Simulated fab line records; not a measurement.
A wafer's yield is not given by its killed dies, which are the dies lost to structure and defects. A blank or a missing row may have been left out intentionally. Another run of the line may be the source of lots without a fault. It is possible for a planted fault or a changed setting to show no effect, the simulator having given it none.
Which tool is to blame? :: flow n5_finfet :: 10 lots with 30 wafers sampled at 4 steps, on a route of 1938 steps

## WHAT THE GAUGES READ, wafer by wafer
N5_DUMMY_GATE_THK_MEAS_05.
lot: L512
measured: day 2 23:56
on: film_metro-01
thk_nm (nm): 73.4 71.6 71.3

lot: L513
measured: day 3 06:28
on: film_metro-02
thk_nm (nm): 73.8 72.0 71.7

lot: L514
measured: day 3 13:03
on: film_metro-02
thk_nm (nm): 73.0 72.2 73.3

lot: L518
measured: day 4 10:19
on: film_metro-01
thk_nm (nm): 70.7 73.4 71.8

lot: L519
measured: day 4 19:33
on: film_metro-01
thk_nm (nm): 72.2 72.4 73.0

lot: L522
measured: day 5 15:17
on: film_metro-02
thk_nm (nm): 99.3 70.6 70.5

lot: L523
measured: day 5 20:38
on: film_metro-02
thk_nm (nm): 100.1 71.6 71.1

lot: L529
measured: day 7 06:10
on: film_metro-01
thk_nm (nm): 71.3 72.0 73.0

lot: L531
measured: day 7 18:26
on: film_metro-02
thk_nm (nm): 71.1 73.3 74.8

lot: L532
measured: day 7 22:49
on: film_metro-01
thk_nm (nm): 71.2 70.3 71.6

## EACH LOT AND THE TOOL THAT RAN IT (in order: tool; ch and the chambers of the sampled wafers; start)
lot: L512
N5_STI_FIN_REVEAL_DENSIFY_30: rtp_anneal-02 ch 0, day 2 16:17
N5_STI_FIN_REVEAL_ETCHBACK_08: rie_diel-03 ch 0,2,3, day 2 16:40
N5_DUMMY_GATE_CMP_04: cmp-02 ch 0,2,3, day 2 23:46

lot: L513
N5_STI_FIN_REVEAL_DENSIFY_30: rtp_anneal-02 ch 0, day 2 23:03
N5_STI_FIN_REVEAL_ETCHBACK_08: rie_diel-05 ch 0,3, day 2 23:14
N5_DUMMY_GATE_CMP_04: cmp-02 ch 0,1,3, day 3 06:13

lot: L514
N5_STI_FIN_REVEAL_DENSIFY_30: rtp_anneal-01 ch 0, day 3 05:26
N5_STI_FIN_REVEAL_ETCHBACK_08: rie_diel-03 ch 1,2, day 3 05:37
N5_DUMMY_GATE_CMP_04: cmp-04 ch 0,1,3, day 3 12:50

lot: L518
N5_STI_FIN_REVEAL_DENSIFY_30: rtp_anneal-01 ch 0, day 4 02:51
N5_STI_FIN_REVEAL_ETCHBACK_08: rie_diel-01 ch 0,1,3, day 4 03:02
N5_DUMMY_GATE_CMP_04: cmp-02 ch 0,2, day 4 10:04

lot: L519
N5_STI_FIN_REVEAL_DENSIFY_30: rtp_anneal-02 ch 0, day 4 11:53
N5_STI_FIN_REVEAL_ETCHBACK_08: rie_diel-05 ch 2,3, day 4 12:07
N5_DUMMY_GATE_CMP_04: cmp-01 ch 0,1,3, day 4 19:19

lot: L522
N5_STI_FIN_REVEAL_DENSIFY_30: rtp_anneal-02 ch 0, day 5 07:43
N5_STI_FIN_REVEAL_ETCHBACK_08: rie_diel-01 ch 1,3, day 5 07:55
N5_DUMMY_GATE_CMP_04: cmp-02 ch 0,1,3, day 5 15:07

lot: L523
N5_STI_FIN_REVEAL_DENSIFY_30: rtp_anneal-01 ch 0, day 5 13:05
N5_STI_FIN_REVEAL_ETCHBACK_08: rie_diel-01 ch 1,2,3, day 5 13:20
N5_DUMMY_GATE_CMP_04: cmp-02 ch 0,1, day 5 20:23

lot: L529
N5_STI_FIN_REVEAL_DENSIFY_30: rtp_anneal-02 ch 0, day 6 22:44
N5_STI_FIN_REVEAL_ETCHBACK_08: rie_diel-03 ch 2,3, day 6 22:55
N5_DUMMY_GATE_CMP_04: cmp-04 ch 1,3, day 7 05:55

lot: L531
N5_STI_FIN_REVEAL_DENSIFY_30: rtp_anneal-01 ch 0, day 7 10:00
N5_STI_FIN_REVEAL_ETCHBACK_08: rie_diel-05 ch 0,2,3, day 7 10:10
N5_DUMMY_GATE_CMP_04: cmp-01 ch 1,3, day 7 18:11

lot: L532
N5_STI_FIN_REVEAL_DENSIFY_30: rtp_anneal-02 ch 0, day 7 14:56
N5_STI_FIN_REVEAL_ETCHBACK_08: rie_diel-05 ch 0,2,3, day 7 15:09
N5_DUMMY_GATE_CMP_04: cmp-01 ch 0,2,3, day 7 22:34
- N5_STI_FIN_REVEAL_DENSIFY_30
- N5_STI_FIN_REVEAL_ETCHBACK_08: etches SiO2 in C4F6/O2, target depth 30.5 nm, time 10.167 s.
- N5_DUMMY_GATE_CMP_04: polishes a-Si.

## THE ANSWER, worked out from the rows above alone
Rule: the lots themselves supply what counts as usual. The widest of any qualifying gaps counts: lots, ordered by their means at a reading, are off when they make up no more than a third of the lots, leave a main group of 4 or more, and stand apart from it by 3 or more times the standard deviation of that group's means. A main group whose means are all the same, to the digits that the tables above print for the reading, isn't used. A lot without any number at a reading at which 4 lots or more have one is off too. Where the step has rows for the other lots, those lots are counted as sound.
Off at N5_DUMMY_GATE_THK_MEAS_05 (thk_nm): L522, L523. Mean 72.3 nm and standard deviation 0.59 in the main group.
A tool fits if, at a process step before that reading, it ran every lot that is off, and no sound lot after the first of them. Those tools and the gauges at N5_DUMMY_GATE_THK_MEAS_05 are tried in the same way. Can't be told from this: 2 tools fit, rie_diel-01 at N5_STI_FIN_REVEAL_ETCHBACK_08, cmp-02 at N5_DUMMY_GATE_CMP_04.

## WHAT HAD BEEN PUT IN BY THE SIMULATOR
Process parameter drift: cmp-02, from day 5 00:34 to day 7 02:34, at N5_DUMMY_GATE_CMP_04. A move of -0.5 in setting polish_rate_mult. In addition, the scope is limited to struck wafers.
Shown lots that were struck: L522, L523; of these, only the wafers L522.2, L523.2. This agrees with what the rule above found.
